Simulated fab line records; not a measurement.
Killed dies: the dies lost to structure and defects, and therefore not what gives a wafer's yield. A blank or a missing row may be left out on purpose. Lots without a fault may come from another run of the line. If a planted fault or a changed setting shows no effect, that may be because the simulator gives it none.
Split-lot study -- flow n5-finfet -- on a route of 1938 steps: 7 lots, 39 wafers read

## ABOUT THE SPLIT
At N5_PASSIVATION_ETCH_15 (etches SiCN in CF4/N2, target depth 75 nm, time 81.2 s), the setting target-depth-a was moved away from the recipe's 750 angstrom on 12 of the 39 wafers read, by -53.1% to +22.1%. All remaining wafers had this setting at the recipe value.

The reading is taken at the split's own step.

## THE READING
etch.depth-nm (the simulator's own value, which no gauge read), in nm, at N5_PASSIVATION_ETCH_15 (etches SiCN in CF4/N2, target depth 75 nm, time 81.2 s). The file does not state a usual value for it. The 27 wafers here that ran the recipe average 65.22 nm, standard deviation 1.5 nm.

wafer,"tool, chamber at the split","target-depth-a as run, angstrom",against the recipe,"etch.depth-nm, nm",against lot-mates on the recipe
L074.1,"rie-diel-04, 3",489.6,-34.7%,42.59,-23.88
L074.2,"rie-diel-04, 1",489.6,-34.7%,43.61,-22.86
L074.3,"rie-diel-04, 0",750,recipe,67.59,-
L074.4,"rie-diel-04, 2",489.6,-34.7%,43.21,-23.26
L074.5,"rie-diel-04, 0",750,recipe,66.85,-
L074.6,"rie-diel-04, 3",750,recipe,64.97,-
L084.1,"rie-diel-03, 1",915.8,+22.1%,80.92,+17.27
L084.2,"rie-diel-03, 0",750,recipe,62.88,-
L084.3,"rie-diel-03, 2",915.8,+22.1%,76.93,+13.28
L084.4,"rie-diel-03, 3",750,recipe,65.24,-
L084.5,"rie-diel-03, 3",915.8,+22.1%,79.7,+16.05
L084.6,"rie-diel-03, 2",750,recipe,62.84,-
L083.1,"rie-diel-04, 0",750,recipe,67.35,-
L083.2,"rie-diel-04, 3",750,recipe,64.71,-
L083.3,"rie-diel-04, 2",750,recipe,65.97,-
L083.4,"rie-diel-04, 1",750,recipe,66.44,-
L083.5,"rie-diel-04, 3",750,recipe,64.24,-
L083.6,"rie-diel-04, 0",750,recipe,67.18,-
L085.1,"rie-diel-05, 3",750,recipe,66.62,-
L085.2,"rie-diel-05, 1",750,recipe,64.92,-
L085.3,"rie-diel-05, 0",750,recipe,64.8,-
L085.4,"rie-diel-05, 2",750,recipe,64.16,-
L085.5,"rie-diel-05, 2",750,recipe,63.74,-
L085.6,"rie-diel-05, 1",750,recipe,65.18,-
L087.1,"rie-diel-03, 0",750,recipe,62.39,-
L087.2,"rie-diel-03, 1",351.6,-53.1%,31.26,-32.42
L087.3,"rie-diel-03, 2",750,recipe,62.8,-
L087.4,"rie-diel-03, 3",750,recipe,65.84,-
L087.5,"rie-diel-03, 0",351.6,-53.1%,29.4,-34.28
L087.6,"rie-diel-03, 1",351.6,-53.1%,30.84,-32.84
L090.2,"rie-diel-04, 3",750,recipe,64.93,-
L090.3,"rie-diel-04, 0",750,recipe,66.59,-
L090.5,"rie-diel-04, 0",750,recipe,67.08,-
L094.1,"rie-diel-04, 1",873.3,+16.4%,76.9,+11.69
L094.2,"rie-diel-04, 2",750,recipe,65.54,-
L094.3,"rie-diel-04, 0",873.3,+16.4%,77.99,+12.78
L094.4,"rie-diel-04, 3",750,recipe,63.53,-
L094.5,"rie-diel-04, 3",873.3,+16.4%,74.96,+9.75
L094.6,"rie-diel-04, 0",750,recipe,66.57,-

FIT RESULTS
A straight line over all 39 wafers: etch.depth-nm changes by +0.65 nm for each +1% of target-depth-a; r = +0.99; the points scatter about the line by 1.5 nm.
The same after taking each lot's own level away (the mean of its wafers on the recipe; 39 wafers): +0.65 nm for each +1%; r = +0.99; scatter 1.3 nm.
According to that fit, moving target-depth-a by its largest amount changes the reading by 35 nm.
From 63.653 to 66.470 nm: that is the span of the lots' own levels, equal to 1.9 times the standard deviation above.
The two slopes agree, so the slope changes little with the lot-to-lot level.
Check: with one of the wafers moved furthest among these (-53.1%) left out of the fit, the line predicts -34.8 nm for it against its lot-mates. Against them it came out at -32.4 nm.

## THE OTHER SPLITS THESE WAFERS WENT THROUGH
Other splits were also applied to these wafers ahead of the reading. Each is held against what the fit with the lots' levels taken away leaves over:
other split on the same wafers,wafers away from the commonest value,r with etch.depth-nm (lot level and that fit taken away)
N5_BEOL_M11_DESCUM_16 time-s,15,-0.19
N5_BEOL_M12_ILD_DEP_00 target-thk-a,12,+0.13
N5_BEOL_M15_TRENCH_ETCH_34 time-s,18,-0.30

## THE FILE'S OWN FIT
etch.depth-nm changes by +0.648 nm for each +1% of target-depth-a, r = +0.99.
